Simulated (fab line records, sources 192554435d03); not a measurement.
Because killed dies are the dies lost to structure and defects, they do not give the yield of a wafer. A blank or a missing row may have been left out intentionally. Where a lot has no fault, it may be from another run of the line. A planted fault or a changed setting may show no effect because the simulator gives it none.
Split-lot trial	flow n5 finfet	7 lots, 21 wafers read, on a route of 1938 steps

ABOUT THE SPLIT
At N5_BEOL_M8_EXPOSE_25 (exposes mask V7, target cd 40 nm), the setting dose mj was moved away from the recipe's 42.5 on 5 of the 21 wafers read, by -6.9% to +3.4%. This setting was run at the recipe's value on the other wafers.

FROM THE SPLIT TO THE READING: what the file shows between them, 2 steps
- N5_BEOL_M8_PEB_26: peb time 60 s
- N5_BEOL_M8_DEVELOP_27: develop time 30 s

THE READING
cd nm at N5_BEOL_M8_CD_MEAS_28, given in nm (cd target 40 nm). On this fab line, fault-free wafers typically give 39.94 nm with a standard deviation of 0.21 nm.

wafer	tool, chamber at the split	dose mj as run	against the recipe	cd nm, nm	against lot-mates on the recipe
L077.1	euv scanner-01, 0	39.57	-6.9%	38.59	-1.38
L077.2	euv scanner-01, 0	42.5	recipe	39.78	-
L077.4	euv scanner-01, 0	42.5	recipe	40.17	-
L079.2	euv scanner-01, 0	42.5	recipe	39.70	-
L079.4	euv scanner-01, 0	42.5	recipe	39.78	-
L079.6	euv scanner-01, 0	42.5	recipe	39.76	-
L081.2	euv scanner-01, 0	42.5	recipe	39.54	-
L081.4	euv scanner-01, 0	40.82	-4.0%	39.13	-0.59
L081.5	euv scanner-01, 0	42.5	recipe	39.91	-
L083.2	euv scanner-01, 0	43.74	+2.9%	40.84	+1.17
L083.5	euv scanner-01, 0	42.5	recipe	39.45	-
L083.6	euv scanner-01, 0	42.5	recipe	39.88	-
L090.1	euv scanner-02, 0	43.95	+3.4%	40.77	+0.66
L090.3	euv scanner-02, 0	43.95	+3.4%	40.63	+0.52
L090.4	euv scanner-02, 0	42.5	recipe	40.11	-
L091.2	euv scanner-01, 0	42.5	recipe	39.73	-
L091.4	euv scanner-01, 0	42.5	recipe	40.08	-
L091.6	euv scanner-01, 0	42.5	recipe	39.62	-
L092.1	euv scanner-01, 0	42.5	recipe	39.86	-
L092.5	euv scanner-01, 0	42.5	recipe	39.98	-
L092.6	euv scanner-01, 0	42.5	recipe	39.81	-

FIT RESULTS
A straight line over all 21 wafers: cd nm changes by +0.213 nm for each +1% of dose mj; r = +0.92; the points scatter about the line by 0.21 nm.
The same after taking each lot's own level away (the mean of its wafers on the recipe; 21 wafers): +0.204 nm for each +1%; r = +0.92; scatter 0.2 nm.
According to that fit, moving dose mj by its largest amount changes the reading by 1.4 nm.
Measured against the standard deviation above, the lots' own levels, which go from 39.665 to 40.110 nm, span 2.1 times it.
Hence the lot-to-lot level has little effect on the slope; both slopes agree.
Check: with one of the wafers moved furthest among these (-6.9%) left out of the fit, the line predicts -1.37 nm for it against its lot-mates. It came out at -1.38 nm against them.

THE WHOLE CHAIN: every reading that the file lists as answering this split, in the file's order
step	what it does	reading	change (the file's fit)	r (the file's)
N5_BEOL_M8_CD_MEAS_28	target cd 40 nm	cd nm	+0.208 nm for each +1% of the setting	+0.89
N5_BEOL_M8_DESCUM_33	chemistry O2, time 7 s	BEOL_M8.cd nm (the simulator's own value, which no gauge read)	+0.231 nm for each +1% of the setting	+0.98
N5_BEOL_M8_ETCH_72	etches underlayer in N2/H2, target depth 6.5 nm, time 5.2 s	BEOL_M8.cd nm (the simulator's own value, which no gauge read)	+0.224 nm for each +1% of the setting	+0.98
N5_BEOL_M8_ETCH_66	etches SOC in N2/H2, target depth 80 nm, overetch 16 nm, time 120 s	BEOL_M8.cd nm (the simulator's own value, which no gauge read)	+0.253 nm for each +1% of the setting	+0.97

FILE'S OWN FIT
cd nm changes by +0.208 nm for each +1% of dose mj, r = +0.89.
